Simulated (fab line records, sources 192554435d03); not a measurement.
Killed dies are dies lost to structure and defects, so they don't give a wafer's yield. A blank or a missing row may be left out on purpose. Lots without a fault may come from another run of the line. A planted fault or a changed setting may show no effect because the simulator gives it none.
Split-lot experiment | flow n5_finfet | 7 lots, 21 wafers read, on a route of 1938 steps

THE SPLIT
At N5_PASSIVATION_ETCH_15 (etches SiCN in CF4/N2, target depth 75 nm, time 81.2 s), the setting bias_w was moved away from the recipe's 70 W on 6 of the 21 wafers read, by -17.0% to +9.9%. The other wafers ran this setting at the recipe's value.

The reading is taken at the split's own step.

THE READING
rf_vpp_V, in V, at N5_PASSIVATION_ETCH_15 (etches SiCN in CF4/N2, target depth 75 nm, time 81.2 s). Fault-free wafers of this fab line usually give 382.4 V, standard deviation 1.4 V.

wafer  | tool, chamber at the split | bias_w as run, W | against the recipe | rf_vpp_V, V | against lot-mates on the recipe
L078.1 | rie_diel-06, 2             | 59.74            | -14.7%             | 343.3       | -39.5
L078.5 | rie_diel-06, 0             | 59.74            | -14.7%             | 347.5       | -35.3
L078.6 | rie_diel-06, 3             | 70               | recipe             | 382.8       | -
L079.1 | rie_diel-03, 2             | 70               | recipe             | 380.7       | -
L079.3 | rie_diel-03, 3             | 70               | recipe             | 382.6       | -
L079.5 | rie_diel-03, 0             | 70               | recipe             | 382.0       | -
L085.1 | rie_diel-06, 1             | 70               | recipe             | 383.9       | -
L085.5 | rie_diel-06, 2             | 70               | recipe             | 381.2       | -
L085.6 | rie_diel-06, 1             | 76.9             | +9.9%              | 406.2       | +23.7
L087.1 | rie_diel-06, 3             | 70               | recipe             | 381.3       | -
L087.5 | rie_diel-06, 1             | 62.09            | -11.3%             | 355.2       | -25.9
L087.6 | rie_diel-06, 2             | 70               | recipe             | 380.9       | -
L090.2 | rie_diel-06, 0             | 70               | recipe             | 384.1       | -
L090.4 | rie_diel-06, 3             | 70               | recipe             | 381.2       | -
L090.5 | rie_diel-06, 2             | 66.34            | -5.2%              | 369.1       | -13.5
L092.2 | rie_diel-06, 0             | 70               | recipe             | 384.9       | -
L092.5 | rie_diel-06, 3             | 70               | recipe             | 382.2       | -
L092.6 | rie_diel-06, 0             | 70               | recipe             | 384.2       | -
L096.1 | rie_diel-05, 3             | 70               | recipe             | 380.7       | -
L096.3 | rie_diel-05, 0             | 58.11            | -17.0%             | 340.7       | -40.1
L096.4 | rie_diel-05, 1             | 70               | recipe             | 380.9       | -

THE FIT
A straight line over all 21 wafers: rf_vpp_V changes by +2.47 V for each +1% of bias_w; r = +1.00; the points scatter about the line by 1.4 V.
The same after taking each lot's own level away (the mean of its wafers on the recipe; 21 wafers): +2.44 V for each +1%; r = +1.00; scatter 1.3 V.
On that fit, the largest move of bias_w shifts the reading by 42 V.
The lots' own levels span 380.80 to 383.77 V, that is 2.1 times the standard deviation above.
So the lot-to-lot level changes the slope little: the two slopes agree.
Check: with one of the wafers moved furthest among these (-17.0%) left out of the fit, the line predicts -42.2 V for it against its lot-mates. It came out at -40.1 V against them.
Tool readings at the split's step, against how far the setting was moved: rf_vpp_V r = +1.00.

OTHER SPLITS ON THESE WAFERS
These wafers also went through other splits before the reading. Each is held against what the fit with the lots' levels taken away leaves over:
other split on the same wafers     | wafers away from the commonest value | r with rf_vpp_V (lot level and that fit taken away)
N5_BEOL_M13_ETCH_59 time_s         | 10                                   | -0.17
N5_BEOL_M14_ETCH_59 time_s         | 8                                    | +0.34
N5_BEOL_M14_EXPOSE_25 dose_mj      | 7                                    | +0.42
N5_BEOL_M15_EXPOSE_07 dose_mj      | 7                                    | +0.00
N5_MIM_TOP_ETCH_PECVD_03 time_s    | 5                                    | -0.20
N5_MIM_BOT_LITHO_EXPOSE_05 dose_mj | 6                                    | +0.29

THE FILE'S OWN FIT
rf_vpp_V changes by +2.42 V for each +1% of bias_w, r = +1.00.
